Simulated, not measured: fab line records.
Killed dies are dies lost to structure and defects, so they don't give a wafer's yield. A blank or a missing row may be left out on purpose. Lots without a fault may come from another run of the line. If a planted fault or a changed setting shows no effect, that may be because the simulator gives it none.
Comparing a struck lot with a sound one :: flow nand_harc :: 43 out of 1302 route steps
Sound: the wafers L185.3, L185.4, L185.5. Struck: wafer L187.3 (L187.4, L187.5, from the same lot, were not struck and are left out); the cause is given at the end.
At each step with rows: each side's tool, then ch and its chambers, then its first start. Under that, the readings that differ: sound wafers :: struck wafers :: difference of the means :: sigmas: that difference in standard deviations of wafers without a fault.
alike: a reading whose means differ by less than 2 such deviations, as well as words and numbers matching on both sides. not compared: withheld readings; readings where some wafer has no value; bounds like >300 that might hide an equal value; numbers whose values overlap and for which the record gives no deviation.
A row with sigmas, a row that says differs or no value, or rows on one side alone: a step with any of these is where the two part. Non-overlapping numbers with no deviation appear without sigmas and do not part them. Lack of a reading on every wafer of one side parts them only where that side has two or more wafers.

first, 4 steps without rows for these wafers: NHARC_A_CONTACT_ETCH_122 (etches the open film in C4F8/O2/Ar, time 190 s, target depth 1850 nm); NHARC_A_CONTACT_ETCH_123 (etches the open film in C4F8/O2/Ar, time 490 s, target depth 2110 nm); NHARC_A_CONTACT_ETCH_90 (etches the open film in CH3F/O2, target depth 40 nm, time 85.7 s); NHARC_A_CONTACT_ETCH_96 (etches the open film in C4F6/O2, target depth 20 nm, time 10 s).
NHARC_A_CONTACT_CD_MEAS_53:
  sound on cd_sem-01 at day 22 18:44; struck on cd_sem-02 at day 24 12:44
  alike: cd_nm
then, 4 steps without rows for these wafers: NHARC_A_CONTACT_STRIP_99 (strips in N2/H2); NHARC_A_CONTACT_STRIP_100 (strips in CF4/CHF3); NHARC_A_CONTACT_STRIP_101 (strips in O2/COS); NHARC_A_CONTACT_ETCH_102 (etches the open film in CF4/O2, target depth 100 nm, overetch 10 nm, time 55 s).
NHARC_A_CONTACT_STRIP_55: strips in O2.
  sound on rie_diel-04 ch 0,2; struck on rie_diel-08 ch 2
  alike: drypump_motor_current_A, oes_product_au, rf_vpp_V, showerhead_plenum_p_Torr, throttle_valve_pct
  not compared: rf_hours_counter_h
then, 2 steps without rows for these wafers: NHARC_A_CONTACT_STRIP_56 (strips in post etch residue remover, time 600 s); NHARC_A_CONTACT_DEP_57 (deposits aC, target thk 5300 nm).
NHARC_A_CONTACT_DEP_58: deposits SiON, target thk 90 nm.
  sound on pecvd-01 ch 0,1,2, day 22 23:06; struck on pecvd-01 ch 2, day 24 17:23
  alike: heater_power_w
then, 10 steps without rows for these wafers: NHARC_A_CONTACT_DEHYDRATE_59 (time 120 s); NHARC_A_CONTACT_HMDS_60 (time 30 s); NHARC_A_CONTACT_COAT_61 (time 75 s); NHARC_A_CONTACT_COAT_62 (time 65 s); NHARC_A_CONTACT_COAT_63 (resist thk 90 nm); NHARC_A_CONTACT_SOFTBAKE_64 (time 55 s); NHARC_A_CONTACT_EBR_65; NHARC_A_CONTACT_EXPOSE_66 (exposes mask A CC 2); NHARC_A_CONTACT_PEB_67 (peb time 65 s); NHARC_A_CONTACT_DEVELOP_68 (develop time 35 s).
NHARC_A_CONTACT_CD_MEAS_69 targets a cd of 300 nm.
  sound on cd_sem-02 ch 0, day 22 23:42; struck on cd_sem-01 ch 0, day 24 18:07
  alike: cd_nm
NHARC_A_CONTACT_OVL_MEAS_70:
  sound on overlay-01 at day 22 23:47; struck on overlay-02 at day 24 18:12
  alike: overlay_x_nm, overlay_y_nm
NHARC_A_CONTACT_INSPECT_71:
  sound on defect_inspect-01 at day 22 23:49; struck on defect_inspect-01 at day 24 18:14
  alike: raw_defect_count
then, 3 steps without rows for these wafers: NHARC_A_CONTACT_DESCUM_74 (chemistry O2, time 3 s); NHARC_A_CONTACT_ETCH_75 (etches the open film in CF4, target depth 39 nm, time 65 s); NHARC_A_CONTACT_ETCH_76 (etches the open film in N2/H2, target depth 260 nm, time 475.3 s).
NHARC_A_CONTACT_ETCH_77: etches the open film in CF4/CHF3, target depth 108.9 nm, time 54.5 s.
  sound on rie_diel-08 ch 1,3; struck on rie_diel-04 ch 3
  alike: bias_w, drypump_motor_current_A, oes_product_au, rf_vpp_V, showerhead_plenum_p_Torr, throttle_valve_pct
  not compared: rf_hours_counter_h
NHARC_A_CONTACT_ETCH_78: etches the open film in O2/COS, target depth 5300 nm, time 1378 s.
  sound on rie_diel-08 ch 0,1,3; struck on rie_diel-04 ch 1
  alike: bias_w, cos_flow_sccm, drypump_motor_current_A, oes_product_au, rf_vpp_V, showerhead_plenum_p_Torr, throttle_valve_pct
  not compared: rf_hours_counter_h
NHARC_A_CONTACT_ETCH_124: etches the open film in C4F8/O2/Ar, time 140 s, target depth 700 nm.
  sound on har_cap_etch-03 ch 0,1, day 23 01:48; struck on har_cap_etch-02 ch 1, day 24 19:55
  not compared: rf_hours_counter_h
then, 5 steps without rows for these wafers: NHARC_A_CONTACT_ETCH_125 (etches the open film in C4F8/O2/Ar, time 197 s, target depth 1918 nm); NHARC_A_CONTACT_ETCH_126 (etches the open film in C4F8/O2/Ar, time 197 s, target depth 1918 nm); NHARC_A_CONTACT_ETCH_127 (etches the open film in C4F8/O2/Ar, time 197 s, target depth 1918 nm); NHARC_A_CONTACT_ETCH_128 (etches the open film in C4F8/O2/Ar, time 197 s, target depth 1918 nm); NHARC_A_CONTACT_ETCH_129 (etches the open film in C4F8/O2/Ar, time 197 s, target depth 1918 nm).
NHARC_A_CONTACT_ETCH_130: etches the open film in C4F8/O2/Ar, time 197 s, target depth 1918 nm.
  sound on har_cap_etch-03 ch 0,1, day 23 02:53; struck on har_cap_etch-02 ch 1, day 24 20:59
  not compared: rf_hours_counter_h
then, 4 steps without rows for these wafers: NHARC_A_CONTACT_ETCH_131 (etches the open film in C4F8/O2/Ar, time 197 s, target depth 1918 nm); NHARC_A_CONTACT_ETCH_132 (etches the open film in C4F8/O2/Ar, time 197 s, target depth 1924 nm); NHARC_A_CONTACT_ETCH_133 (etches the open film in C4F8/O2/Ar, time 374 s, target depth 1610 nm); NHARC_A_CONTACT_ETCH_91 (etches the open film in CH3F/O2, target depth 40 nm, time 85.7 s).
-- record jumps: 3 days between struck wafers' starts before vs after; left off in module A_CONTACT, resumes in module END, first step shown is number 1302 of the route --
NHARC_END_SORT_01:
  only the struck wafers appear in the record here, on prober-02 ch 0 at day 27 23:23; the sound ones have no rows

== WHERE THEY PART ==
Within this record, at NHARC_END_SORT_01 only.

WHY: what had been put in by the simulator
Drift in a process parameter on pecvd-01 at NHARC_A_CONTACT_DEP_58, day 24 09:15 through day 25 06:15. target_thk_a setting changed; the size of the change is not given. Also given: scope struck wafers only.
